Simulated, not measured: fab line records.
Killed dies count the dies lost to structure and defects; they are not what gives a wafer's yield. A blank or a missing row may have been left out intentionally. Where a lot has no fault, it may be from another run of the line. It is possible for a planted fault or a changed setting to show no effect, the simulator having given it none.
fab line records ; flow n5Finfet
record lots=7; wafers=21
route steps=1938 shown BEOL_M2@928 BEOL_M3@938 BEOL_M4@1037 BEOL_M5@1116
startH: start of the lot's first displayed wafer, in hours after the record's first day ; waitH: hours from the lot's prior step to this one ; " as in the row above ; L1.1+2: several wafers, shown together as one row ; - no value, or no start was given ; * or withheld: withheld ; < > ~ a bound
route shown NAME@n: a module of which the file shows steps, and the number in the route of the first ; usual: mean/standard deviation taken from wafers without a fault ; same: alike in all rows ; chamber/n: place in a boat ; sites: the reading at each site ; _std_site: their standard deviation ; _edge_site: mean of outer sites minus mean of inner sites ; radiusMm: for every site, how far away it sits from the centre of the wafer ; mask NAME#n: copy n ; behind: the tool/chamber that last shaped the wafer ; hold: reason for holding the lot/hours on hold/outcome of the hold ; device: whichever transistor did not switch (one of n, p or np) ; end of line: the same wafers' tests at the end of the route ; a step given without rows: its recipe and nothing more ; killed: at the first sort, the dies lost to defects and structure; wafer yield is something else ; map: dies across one wafer; x = killed, . = not, _ = none there
set.NAME: the setting as run; set.NAME@STEP: as run at that earlier step ; model.NAME: the simulator's own value behind a step, which no gauge read
lots run with intentionally changed settings; tables by step, rows by wafer
## steps
# step N5_BEOL_M2_DEP_57
# recipe material=SiCN; targetThkA=80; tempC=withheld; precursor=3MS/NH3; pressureTorr=3; rfW=202; timeS=14
lot.wafer;tool;chamber;startH;waitH;set.timeS;model.SiCN_of_BEOL_M2_DEP_57.thkNm
L075.1+3+6;pecvd-01;0,2,1;154.88;0.0;12.42;7
L078.2;pecvd-03;1;169.85;0.0;15.09;8.6
L078.3;pecvd-03;2;169.85;0.0;14;8
L078.6;pecvd-03;0;169.85;0.0;14;7.8
L080.3;pecvd-03;0;179.75;0.0;15.82;8.8
L080.5;pecvd-03;0;179.75;0.0;14;7.8
L080.6;pecvd-03;2;179.75;0.0;15.82;9
L081.4;pecvd-01;0;181.62;0.0;14;8.2
L081.5;pecvd-01;1;181.62;0.0;15.65;9
L081.6;pecvd-01;2;181.62;0.0;14;7.8
L082.2;pecvd-03;1;190.68;0.0;12.23;6.8
L082.3;pecvd-03;0;190.68;0.0;12.23;6.6
L082.6;pecvd-03;0;190.68;0.0;14;8
L084.1;pecvd-03;0;197.93;0.0;14;7.8
L084.3+4;pecvd-03;1,2;197.93;0.0;14;8
L091.2;pecvd-03;1;238.92;0.0;14;8
L091.5;pecvd-03;1;238.92;0.0;14.87;8.8
L091.6;pecvd-03;2;238.92;0.0;14;8.2
# step N5_BEOL_M3_COAT_05
# recipe resist=CAR-EUV; spinRpm=1500; resistThkNm=30
lot.wafer;tool;chamber;startH;waitH;set.spinRpm;model.CAR-EUV_of_BEOL_M3_COAT_05.thkNm
L075.1;lithoTrack-03;0;-;-;1500;30
L075.3+6;lithoTrack-03;0;-;-;1555;29.6
L078.2;lithoTrack-04;0;-;-;1500;30.2
L078.3;lithoTrack-04;0;-;-;1500;30
L078.6;lithoTrack-04;0;-;-;1441;30.6
L080.3+5;lithoTrack-04;0;-;-;1500;30
L080.6;lithoTrack-04;0;-;-;1444;30.6
L081.4+5;lithoTrack-04;0;-;-;1500;30
L081.6;lithoTrack-04;0;-;-;1619;28.8
L082.2;lithoTrack-03;0;-;-;1663;28.6
L082.3+6;lithoTrack-03;0;-;-;1500;30
L084.1+3+4;lithoTrack-04;0;-;-;1500;30
L091.2+6;lithoTrack-01;0;-;-;1500;30
L091.5;lithoTrack-01;0;-;-;1500;29.8
# step N5_BEOL_M3_EBR_07
# recipe solvent=PGMEA; ebrWidthMm=1.5
# step N5_BEOL_M3_SOFTBAKE_06
# recipe tempC=110; timeS=60; resist=CAR-EUV
# step N5_BEOL_M3_DESCUM_16
# recipe chemistry=O2; timeS=7; sourcePowerW=50; biasPowerW=20; pressureMtorr=20; rfFrequencyHz=2.712e+07; tempC=40; resist=CAR-EUV; o2FlowSccm=225
# step N5_BEOL_M3_ETCH_74
# recipe chemistry=N2/H2; target=underlayer; targetDepthA=65; maskMaterial=CAR-EUV; timeS=5.2; ionEnergyEv=200; pressureMtorr=30; sourceW=840; biasW=150; n2FlowSccm=200; h2FlowSccm=200; ends=cleared
# step N5_BEOL_M3_ETCH_63
# recipe chemistry=CF4; target=SiARC; targetDepthA=156; maskMaterial=CAR-EUV; timeS=26; ionEnergyEv=80; pressureMtorr=40; sourceW=545; biasW=36; Ar_flow_sccm=100; cf4FlowSccm=100; ends=cleared
lot.wafer;tool;chamber;startH;waitH;set.spinRpm@BEOL_M3_COAT_05;model.CAR-EUV_of_BEOL_M3_COAT_05.thkNm
L075.1;rieDiel-03;3;157.53;0.0;1500;11
L075.3+6;rieDiel-03;0;157.53;0.0;1555;10.8
L078.2;rieDiel-03;0;171.56;0.0;1500;11.4
L078.3;rieDiel-03;2;171.56;0.0;1500;11.2
L078.6;rieDiel-03;0;171.56;0.0;1441;11.8
L080.3+5;rieDiel-01;2,3;182.20;0.0;1500;11.2
L080.6;rieDiel-01;0;182.20;0.0;1444;11.8
L081.4;rieDiel-03;2;183.08;0.0;1500;11.2
L081.5;rieDiel-03;0;183.08;0.0;1500;11.4
L081.6;rieDiel-03;1;183.08;0.0;1619;9.8
L082.2;rieDiel-03;3;192.23;0.0;1663;9.4
L082.3+6;rieDiel-03;1,3;192.23;0.0;1500;11
L084.1+3;rieDiel-01;1,0;200.99;0.0;1500;11
L084.4;rieDiel-01;2;200.99;0.0;1500;11.2
L091.2+6;rieDiel-03;3,1;240.56;0.0;1500;11
L091.5;rieDiel-03;0;240.56;0.0;1500;11.2
# step N5_BEOL_M3_COAT_22
# recipe resist=CAR-EUV; spinRpm=1500; resistThkNm=30
lot.wafer;tool;chamber;startH;waitH;set.spinRpm;model.CAR-EUV_of_BEOL_M3_COAT_22.thkNm
L075.1+3;lithoTrack-03;0;-;-;1500;30
L075.6;lithoTrack-03;0;-;-;1618;29
L078.2+3+6;lithoTrack-03;0;-;-;1500;30
L080.3+5;lithoTrack-04;0;-;-;1500;30
L080.6;lithoTrack-04;0;-;-;1500;30.2
L081.4+5;lithoTrack-01;0;-;-;1500;29.8
L081.6;lithoTrack-01;0;-;-;1500;30
L082.2+6;lithoTrack-03;0;-;-;1374;31.4
L082.3;lithoTrack-03;0;-;-;1500;30
L084.1+4;lithoTrack-03;0;-;-;1500;30.2
L084.3;lithoTrack-03;0;-;-;1500;30
L091.2+5+6;lithoTrack-04;0;-;-;1500;30
# step N5_BEOL_M3_EBR_24
# recipe solvent=PGMEA; ebrWidthMm=1.5
# step N5_BEOL_M3_SOFTBAKE_23
# recipe tempC=110; timeS=60; resist=CAR-EUV
# step N5_BEOL_M3_DESCUM_33
# recipe chemistry=O2; timeS=7; sourcePowerW=50; biasPowerW=20; pressureMtorr=20; rfFrequencyHz=2.712e+07; tempC=40; resist=CAR-EUV; o2FlowSccm=225
lot.wafer;tool;chamber;startH;waitH;set.spinRpm@BEOL_M3_COAT_22;model.CAR-EUV_of_BEOL_M3_COAT_22.thkNm
L075.1+3;rieDiel-01;2,1;159.49;0.4;1500;26
L075.6;rieDiel-01;3;159.49;0.4;1618;25
L078.2+3+6;rieDiel-01;2,0,3;172.38;0.0;1500;26
L080.3+5+6;rieDiel-01;3,3,0;183.52;0.2;1500;26.2
L081.4+6;rieDiel-06;2,1;183.91;0.0;1500;26
L081.5;rieDiel-06;0;183.91;0.0;1500;25.8
L082.2+6;rieDiel-03;2,0;193.19;0.0;1374;27.6
L082.3;rieDiel-03;3;193.19;0.0;1500;26
L084.1;rieDiel-03;3;202.67;0.7;1500;26.2
L084.3;rieDiel-03;1;202.67;0.7;1500;26
L084.4;rieDiel-03;2;202.67;0.7;1500;26.4
L091.2;rieDiel-03;2;241.65;0.0;1500;26.2
L091.5+6;rieDiel-03;2,3;241.65;0.0;1500;26
# step N5_BEOL_M4_DESCUM_16
# recipe chemistry=O2; timeS=7; sourcePowerW=50; biasPowerW=20; pressureMtorr=20; rfFrequencyHz=2.712e+07; tempC=40; resist=CAR-EUV; o2FlowSccm=225
lot.wafer;tool;chamber;startH;waitH;set.timeS;model.CAR-EUV_of_BEOL_M4_COAT_05.thkNm
L075.1+3+6;rieDiel-02;1,3,3;165.33;0.0;7;26.2
L078.2+3+6;rieDiel-04;2,3,3;179.73;0.0;7;26
L081.4+6;rieDiel-02;0;193.12;0.1;5.883;26.4
L081.5;rieDiel-02;1;193.12;0.1;7;26
L080.3+5;rieDiel-04;3;194.28;0.7;8.3;25.6
L080.6;rieDiel-04;0;194.28;0.7;7;26.4
L082.2+3+6;rieDiel-04;3,0,3;200.33;0.0;5.843;26.8
L084.1+3+4;rieDiel-05;1,0,0;212.19;0.0;7;26
L091.2+6;rieDiel-05;2,1;251.97;0.0;7;26
L091.5;rieDiel-05;2;251.97;0.0;5.879;26.6
# step N5_BEOL_M4_ETCH_74
# recipe chemistry=N2/H2; target=underlayer; targetDepthA=65; maskMaterial=CAR-EUV; timeS=5.2; ionEnergyEv=200; pressureMtorr=30; sourceW=840; biasW=150; n2FlowSccm=200; h2FlowSccm=200; ends=cleared
# step N5_BEOL_M4_ETCH_63
# recipe chemistry=CF4; target=SiARC; targetDepthA=156; maskMaterial=CAR-EUV; timeS=26; ionEnergyEv=80; pressureMtorr=40; sourceW=545; biasW=36; Ar_flow_sccm=100; cf4FlowSccm=100; ends=cleared
lot.wafer;tool;chamber;startH;waitH;set.timeS@BEOL_M4_DESCUM_16;model.CAR-EUV_of_BEOL_M4_COAT_05.thkNm
L075.1+3+6;rieDiel-02;1,3,3;165.38;0.0;7;11.2
L078.2;rieDiel-04;2;179.79;0.0;7;11
L078.3+6;rieDiel-04;3;179.79;0.0;7;11.2
L081.4+6;rieDiel-02;0;193.17;0.0;5.883;11.4
L081.5;rieDiel-02;1;193.17;0.0;7;11
L080.3+5;rieDiel-04;3;194.33;0.0;8.3;10.8
L080.6;rieDiel-04;0;194.33;0.0;7;11.2
L082.2+3+6;rieDiel-04;3,0,3;200.38;0.0;5.843;11.8
L084.1;rieDiel-05;1;212.24;0.0;7;11.2
L084.3+4;rieDiel-05;0;212.24;0.0;7;11
L091.2;rieDiel-05;2;252.02;0.0;7;11.2
L091.5;rieDiel-05;2;252.02;0.0;5.879;11.8
L091.6;rieDiel-05;1;252.02;0.0;7;11
# step N5_BEOL_M4_COAT_68
# recipe resist=SiARC; tempC=220; timeS=60; spinRpm=1500; resistThkNm=12
lot.wafer;tool;chamber;startH;waitH;set.spinRpm;model.SiARC_of_BEOL_M4_COAT_68.thkNm
L075.1+3+6;lithoTrack-05;0;-;-;1500;12
L078.2+6;lithoTrack-03;0;-;-;1608;11.6
L078.3;lithoTrack-03;0;-;-;1500;12
L081.4+5;lithoTrack-02;0;-;-;1612;11.6
L081.6;lithoTrack-02;0;-;-;1500;12
L080.3;lithoTrack-05;0;-;-;1572;11.6
L080.5+6;lithoTrack-05;0;-;-;1500;12
L082.2;lithoTrack-02;0;-;-;1500;12
L082.3;lithoTrack-02;0;-;-;1388;12.6
L082.6;lithoTrack-02;0;-;-;1388;12.4
L084.1+3+4;lithoTrack-03;0;-;-;1500;12
L091.2+5;lithoTrack-05;0;-;-;1446;12.2
L091.6;lithoTrack-05;0;-;-;1500;12
# step N5_BEOL_M4_COAT_76
# recipe resist=underlayer; tempC=205; timeS=60; spinRpm=1500; resistThkNm=5
# step N5_BEOL_M4_COAT_22
# recipe resist=CAR-EUV; spinRpm=1500; resistThkNm=30
# step N5_BEOL_M4_DESCUM_33
# recipe chemistry=O2; timeS=7; sourcePowerW=50; biasPowerW=20; pressureMtorr=20; rfFrequencyHz=2.712e+07; tempC=40; resist=CAR-EUV; o2FlowSccm=225
# step N5_BEOL_M4_ETCH_77
# recipe chemistry=N2/H2; target=underlayer; targetDepthA=65; maskMaterial=CAR-EUV; timeS=5.2; ionEnergyEv=200; pressureMtorr=30; sourceW=840; biasW=150; n2FlowSccm=200; h2FlowSccm=200; ends=cleared
# step N5_BEOL_M4_ETCH_69
# recipe chemistry=CF4; target=SiARC; targetDepthA=156; maskMaterial=CAR-EUV; timeS=26; ionEnergyEv=80; pressureMtorr=40; sourceW=545; biasW=36; Ar_flow_sccm=100; cf4FlowSccm=100; ends=cleared
lot.wafer;tool;chamber;startH;waitH;set.spinRpm@BEOL_M4_COAT_68;model.etch.depthNm
L075.1;rieDiel-05;0;166.88;0.0;1500;11.95
L075.3;rieDiel-05;2;166.88;0.0;1500;11.99
L075.6;rieDiel-05;0;166.88;0.0;1500;11.96
L078.2;rieDiel-02;0;180.66;0.0;1608;11.62
L078.3;rieDiel-02;3;180.66;0.0;1500;12.01
L078.6;rieDiel-02;0;180.66;0.0;1608;11.61
L081.4;rieDiel-05;1;194.77;0.0;1612;11.55
L081.5;rieDiel-05;0;194.77;0.0;1612;11.57
L081.6;rieDiel-05;1;194.77;0.0;1500;11.96
L080.3;rieDiel-04;3;195.42;0.0;1572;11.68
L080.5;rieDiel-04;3;195.42;0.0;1500;11.99
L080.6;rieDiel-04;0;195.42;0.0;1500;11.95
L082.2;rieDiel-04;0;201.38;0.0;1500;11.99
L082.3;rieDiel-04;2;201.38;0.0;1388;12.5
L082.6;rieDiel-04;2;201.38;0.0;1388;12.49
L084.1+3;rieDiel-05;0,1;213.26;0.0;1500;12.06
L084.4;rieDiel-05;2;213.26;0.0;1500;12.05
L091.2;rieDiel-02;1;253.03;0.0;1446;12.23
L091.5;rieDiel-02;0;253.03;0.0;1446;12.26
L091.6;rieDiel-02;3;253.03;0.0;1500;12.02
# step N5_BEOL_M5_HM_DEP_02
# recipe material=TiN; targetThkA=200; tempC=25; chamberPressurePa=0.49996
lot.wafer;tool;chamber;startH;waitH;set.targetThkA;model.TiN_of_BEOL_M5_HM_DEP_02.thkNm
L075.1;pvdSputter-01;-;179.29;0.5;200;19.6
L075.3;pvdSputter-01;-;179.29;0.5;180.4;18.2
L075.6;pvdSputter-01;-;179.29;0.5;180.4;17.6
L078.2;pvdSputter-01;-;191.70;0.2;222.5;22.4
L078.3;pvdSputter-01;-;191.70;0.2;222.5;22
L078.6;pvdSputter-01;-;191.70;0.2;200;20
L081.4;pvdSputter-01;-;203.09;0.8;200;19.8
L081.5+6;pvdSputter-01;-;203.09;0.8;200;20
L080.3+5;pvdSputter-02;-;206.88;1.9;200;19.8
L080.6;pvdSputter-02;-;206.88;1.9;200;20
L082.2+3;pvdSputter-02;-;210.94;2.0;200;19.6
L082.6;pvdSputter-02;-;210.94;2.0;186.9;18.6
L084.1;pvdSputter-03;-;223.81;1.6;200;19.6
L084.3;pvdSputter-03;-;223.81;1.6;200;20.2
L084.4;pvdSputter-03;-;223.81;1.6;200;19.8
L091.2;pvdSputter-03;-;272.82;0.0;200;20
L091.5;pvdSputter-03;-;272.82;0.0;200;20.4
L091.6;pvdSputter-03;-;272.82;0.0;178.1;18.2
# step N5_BEOL_M5_ETCH_72
# recipe chemistry=N2/H2; target=underlayer; targetDepthA=65; maskMaterial=CAR-EUV; timeS=5.2; ionEnergyEv=200; pressureMtorr=30; sourceW=840; biasW=150; n2FlowSccm=200; h2FlowSccm=200; ends=cleared
# usual rfVppV=523/3.2
lot.wafer;tool;chamber;startH;waitH;set.biasW;rfVppV
L075.1;rieDiel-06;2;179.89;0.0;150;522
L075.3;rieDiel-06;1;179.89;0.0;150;527
L075.6;rieDiel-06;1;179.89;0.0;150;529
L078.2;rieDiel-03;3;192.44;0.0;133.4;482
L078.3;rieDiel-03;1;192.44;0.0;133.4;484
L078.6;rieDiel-03;3;192.44;0.0;150;522
L081.4;rieDiel-01;2;204.00;0.0;167.7;567
L081.5;rieDiel-01;2;204.00;0.0;167.7;565
L081.6;rieDiel-01;3;204.00;0.0;167.7;566
L080.3;rieDiel-06;1;207.55;0.0;150;529
L080.5;rieDiel-06;1;207.55;0.0;150;526
L080.6;rieDiel-06;0;207.55;0.0;150;520
L082.2;rieDiel-01;2;217.33;0.0;150;526
L082.3;rieDiel-01;0;217.33;0.0;125.7;466
L082.6;rieDiel-01;1;217.33;0.0;125.7;471
L084.1;rieDiel-01;2;224.55;0.0;150;525
L084.3;rieDiel-01;1;224.55;0.0;150;526
L084.4;rieDiel-01;1;224.55;0.0;150;526
L091.2;rieDiel-06;0;273.50;0.0;150;521
L091.5;rieDiel-06;3;273.50;0.0;150;518
L091.6;rieDiel-06;0;273.50;0.0;150;519
# step N5_BEOL_M5_ETCH_61
# recipe chemistry=CF4; target=SiARC; targetDepthA=156; maskMaterial=CAR-EUV; timeS=26; ionEnergyEv=80; pressureMtorr=40; sourceW=545; biasW=36; Ar_flow_sccm=100; cf4FlowSccm=100; ends=cleared
# step N5_BEOL_M5_ETCH_62
# recipe chemistry=N2/H2; target=SOC; targetDepthA=750; overetchA=150; maskMaterial=SiARC; tempC=40; timeS=112.5; ionEnergyEv=200; pressureMtorr=30; sourceW=840; biasW=150; n2FlowSccm=200; h2FlowSccm=200
# step N5_BEOL_M5_STRIP_73
# recipe chemistry=N2/H2; tempC=40; n2FlowSccm=200; h2FlowSccm=200; rfFrequencyHz=6e+07
# step N5_BEOL_M5_STRIP_64
# recipe chemistry=CF4; resist=SiARC; powerW=300; biasPowerW=75; pressureMtorr=50; cf4FlowSccm=150; rfFrequencyHz=6e+07
# step N5_BEOL_M5_HM_OPEN_17
# recipe chemistry=Cl2/BCl3; targetDepthA=200; overetchA=60; target=TiN; maskMaterial=SOC; ionEnergyEv=150; pressureMtorr=10; icpW=1000; biasW=126; Cl2_flow_sccm=53.25; bcl3FlowSccm=21.75; Ar_flow_sccm=25
lot.wafer;tool;chamber;startH;waitH;set.targetThkA@BEOL_M5_HM_DEP_02;model.etch.depthNm
L075.1;rieMetal-03;0;180.10;0.0;200;19.7
L075.3;rieMetal-03;1;180.10;0.0;180.4;18.27
L075.6;rieMetal-03;1;180.10;0.0;180.4;17.67
L078.2;rieMetal-01;0;192.66;0.0;222.5;22.38
L078.3;rieMetal-01;0;192.66;0.0;222.5;22.02
L078.6;rieMetal-01;0;192.66;0.0;200;19.93
L081.4;rieMetal-03;1;204.24;0.1;200;19.7
L081.5;rieMetal-03;0;204.24;0.1;200;20.07
L081.6;rieMetal-03;1;204.24;0.1;200;19.94
L080.3;rieMetal-03;1;207.80;0.1;200;19.83
L080.5;rieMetal-03;0;207.80;0.1;200;19.9
L080.6;rieMetal-03;1;207.80;0.1;200;19.96
L082.2;rieMetal-03;0;217.54;0.0;200;19.51
L082.3;rieMetal-03;1;217.54;0.0;200;19.62
L082.6;rieMetal-03;0;217.54;0.0;186.9;18.53
L084.1;rieMetal-03;0;224.77;0.0;200;19.53
L084.3;rieMetal-03;0;224.77;0.0;200;20.23
L084.4;rieMetal-03;1;224.77;0.0;200;19.89
L091.2;rieMetal-01;0;273.71;0.0;200;19.98
L091.5;rieMetal-01;1;273.71;0.0;200;20.39
L091.6;rieMetal-01;0;273.71;0.0;178.1;18.1
# step N5_BEOL_M5_COAT_66
# recipe resist=SiARC; tempC=220; timeS=60; spinRpm=1500; resistThkNm=12
lot.wafer;tool;chamber;startH;waitH;set.spinRpm;model.SiARC_of_BEOL_M5_COAT_66.thkNm
L075.1+6;lithoTrack-04;0;-;-;1602;11.6
L075.3;lithoTrack-04;0;-;-;1500;12
L078.2;lithoTrack-04;0;-;-;1500;12
L078.3+6;lithoTrack-04;0;-;-;1575;11.8
L081.4+5;lithoTrack-05;0;-;-;1411;12.4
L081.6;lithoTrack-05;0;-;-;1500;12
L080.3+5;lithoTrack-05;0;-;-;1438;12.2
L080.6;lithoTrack-05;0;-;-;1500;12
L082.2;lithoTrack-04;0;-;-;1632;11.6
L082.3+6;lithoTrack-04;0;-;-;1500;12
L084.1+3+4;lithoTrack-05;0;-;-;1500;12
L091.2+5+6;lithoTrack-01;0;-;-;1500;12
# step N5_BEOL_M5_COAT_74
# recipe resist=underlayer; tempC=205; timeS=60; spinRpm=1500; resistThkNm=5
# step N5_BEOL_M5_COAT_22
# recipe resist=CAR-EUV; spinRpm=1500; resistThkNm=30
# step N5_BEOL_M5_DESCUM_33
# recipe chemistry=O2; timeS=7; sourcePowerW=50; biasPowerW=20; pressureMtorr=20; rfFrequencyHz=2.712e+07; tempC=40; resist=CAR-EUV; o2FlowSccm=225
# step N5_BEOL_M5_ETCH_75
# recipe chemistry=N2/H2; target=underlayer; targetDepthA=65; maskMaterial=CAR-EUV; timeS=5.2; ionEnergyEv=200; pressureMtorr=30; sourceW=840; biasW=150; n2FlowSccm=200; h2FlowSccm=200; ends=cleared
# step N5_BEOL_M5_ETCH_67
# recipe chemistry=CF4; target=SiARC; targetDepthA=156; maskMaterial=CAR-EUV; timeS=26; ionEnergyEv=80; pressureMtorr=40; sourceW=545; biasW=36; Ar_flow_sccm=100; cf4FlowSccm=100; ends=cleared
lot.wafer;tool;chamber;startH;waitH;set.spinRpm@BEOL_M5_COAT_66;model.etch.depthNm
L075.1;rieDiel-06;0;180.85;0.0;1602;11.63
L075.3;rieDiel-06;1;180.85;0.0;1500;12.06
L075.6;rieDiel-06;3;180.85;0.0;1602;11.66
L078.2;rieDiel-03;2;193.46;0.0;1500;11.97
L078.3;rieDiel-03;1;193.46;0.0;1575;11.72
L078.6;rieDiel-03;2;193.46;0.0;1575;11.71
L081.4;rieDiel-06;0;206.24;0.0;1411;12.35
L081.5;rieDiel-06;3;206.24;0.0;1411;12.37
L081.6;rieDiel-06;1;206.24;0.0;1500;11.98
L080.3;rieDiel-03;0;210.18;0.0;1438;12.23
L080.5;rieDiel-03;2;210.18;0.0;1438;12.17
L080.6;rieDiel-03;3;210.18;0.0;1500;11.95
L082.2;rieDiel-06;1;218.21;0.0;1632;11.53
L082.3+6;rieDiel-06;0,1;218.21;0.0;1500;12.04
L084.1;rieDiel-06;1;225.63;0.0;1500;11.96
L084.3;rieDiel-06;3;225.63;0.0;1500;11.97
L084.4;rieDiel-06;0;225.63;0.0;1500;12
L091.2;rieDiel-03;3;275.00;0.0;1500;11.94
L091.5;rieDiel-03;0;275.00;0.0;1500;11.95
L091.6;rieDiel-03;3;275.00;0.0;1500;11.96
# step N5_BEOL_M5_ETCH_68
# recipe chemistry=N2/H2; target=SOC; targetDepthA=800; overetchA=160; maskMaterial=SiARC; tempC=40; timeS=120; ionEnergyEv=200; pressureMtorr=30; sourceW=840; biasW=150; n2FlowSccm=200; h2FlowSccm=200
# step N5_BEOL_M5_STRIP_69
# recipe chemistry=N2/H2; tempC=40; n2FlowSccm=200; h2FlowSccm=200; rfFrequencyHz=6e+07
# step N5_BEOL_M5_STRIP_85
# recipe chemistry=C4F6/O2; resist=SiARC; rfFrequencyHz=6e+07
# step N5_BEOL_M5_STRIP_36
# recipe chemistry=N2/H2; powerW=450; tempC=40; pressureMtorr=20; rfFrequencyHz=6e+07; overashFraction=0.3; biasPowerW=7; h2Frac=0.5; n2FlowSccm=200; h2FlowSccm=200
# step N5_BEOL_M5_TRENCH_ETCH_37
# recipe chemistry=C4F6/O2; targetDepthA=716.52; target=SiCOH_lowk; timeS=24.7; ionEnergyEv=250; pressureMtorr=30; sourceW=345; biasW=185; Ar_flow_sccm=300; C4F6_flow_sccm=10; O2_flow_sccm=10
lot.wafer;tool;chamber;startH;waitH;set.targetThkA@BEOL_M5_HM_DEP_02;model.TiN_of_BEOL_M5_HM_DEP_02.thkNm
L075.1;rieDiel-06;0;-;-;200;17.6
L075.3;rieDiel-06;1;-;-;180.4;16.2
L075.6;rieDiel-06;3;-;-;180.4;15.6
L078.2;rieDiel-03;2;-;-;222.5;20.2
L078.3;rieDiel-03;1;-;-;222.5;20
L078.6;rieDiel-03;2;-;-;200;17.8
L081.4;rieDiel-06;0;-;-;200;17.6
L081.5;rieDiel-06;3;-;-;200;18
L081.6;rieDiel-06;1;-;-;200;17.8
L080.3+5+6;rieDiel-03;0,2,3;-;-;200;17.8
L082.2;rieDiel-06;1;-;-;200;17.4
L082.3;rieDiel-06;0;-;-;200;17.6
L082.6;rieDiel-06;1;-;-;186.9;16.4
L084.1;rieDiel-06;1;-;-;200;17.4
L084.3;rieDiel-06;3;-;-;200;18.2
L084.4;rieDiel-06;0;-;-;200;17.8
L091.2;rieDiel-03;3;-;-;200;17.8
L091.5;rieDiel-03;0;-;-;200;18.4
L091.6;rieDiel-03;3;-;-;178.1;16
## key
split step=N5_BEOL_M2_DEP_57; setting=timeS; stated=14; by=wafer
response step=N5_BEOL_M2_DEP_57; reading=model.SiCN_of_BEOL_M2_DEP_57.thkNm; change=+0.0923; per=1%; r=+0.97
split step=N5_BEOL_M3_COAT_05; setting=spinRpm; stated=1500; by=wafer
response step=N5_BEOL_M3_COAT_05; reading=model.CAR-EUV_of_BEOL_M3_COAT_05.thkNm; change=-0.136; per=1%; r=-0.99
response step=N5_BEOL_M3_ETCH_63; reading=model.CAR-EUV_of_BEOL_M3_COAT_05.thkNm; change=-0.153; per=1%; r=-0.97
split step=N5_BEOL_M3_COAT_22; setting=spinRpm; stated=1500; by=wafer
response step=N5_BEOL_M3_COAT_22; reading=model.CAR-EUV_of_BEOL_M3_COAT_22.thkNm; change=-0.148; per=1%; r=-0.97
response step=N5_BEOL_M3_DESCUM_33; reading=model.CAR-EUV_of_BEOL_M3_COAT_22.thkNm; change=-0.161; per=1%; r=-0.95
split step=N5_BEOL_M4_DESCUM_16; setting=timeS; stated=7; by=wafer
response step=N5_BEOL_M4_DESCUM_16; reading=model.CAR-EUV_of_BEOL_M4_COAT_05.thkNm; change=-0.036; per=1%; r=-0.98
response step=N5_BEOL_M4_ETCH_63; reading=model.CAR-EUV_of_BEOL_M4_COAT_05.thkNm; change=-0.0292; per=1%; r=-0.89
split step=N5_BEOL_M4_COAT_68; setting=spinRpm; stated=1500; by=wafer
response step=N5_BEOL_M4_COAT_68; reading=model.SiARC_of_BEOL_M4_COAT_68.thkNm; change=-0.0614; per=1%; r=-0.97
response step=N5_BEOL_M4_ETCH_69; reading=model.etch.depthNm; change=-0.0594; per=1%; r=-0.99
split step=N5_BEOL_M5_HM_DEP_02; setting=targetThkA; stated=200; by=wafer
response step=N5_BEOL_M5_HM_DEP_02; reading=model.TiN_of_BEOL_M5_HM_DEP_02.thkNm; change=+0.181; per=1%; r=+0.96
response step=N5_BEOL_M5_HM_OPEN_17; reading=model.etch.depthNm; change=+0.187; per=1%; r=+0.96
response step=N5_BEOL_M5_TRENCH_ETCH_37; reading=model.TiN_of_BEOL_M5_HM_DEP_02.thkNm; change=+0.189; per=1%; r=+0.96
split step=N5_BEOL_M5_ETCH_72; setting=biasW; stated=150; by=wafer
response step=N5_BEOL_M5_ETCH_72; reading=rfVppV; change=+3.53; per=1%; r=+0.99
split step=N5_BEOL_M5_COAT_66; setting=spinRpm; stated=1500; by=wafer
response step=N5_BEOL_M5_COAT_66; reading=model.SiARC_of_BEOL_M5_COAT_66.thkNm; change=-0.0519; per=1%; r=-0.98
response step=N5_BEOL_M5_ETCH_67; reading=model.etch.depthNm; change=-0.0589; per=1%; r=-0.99
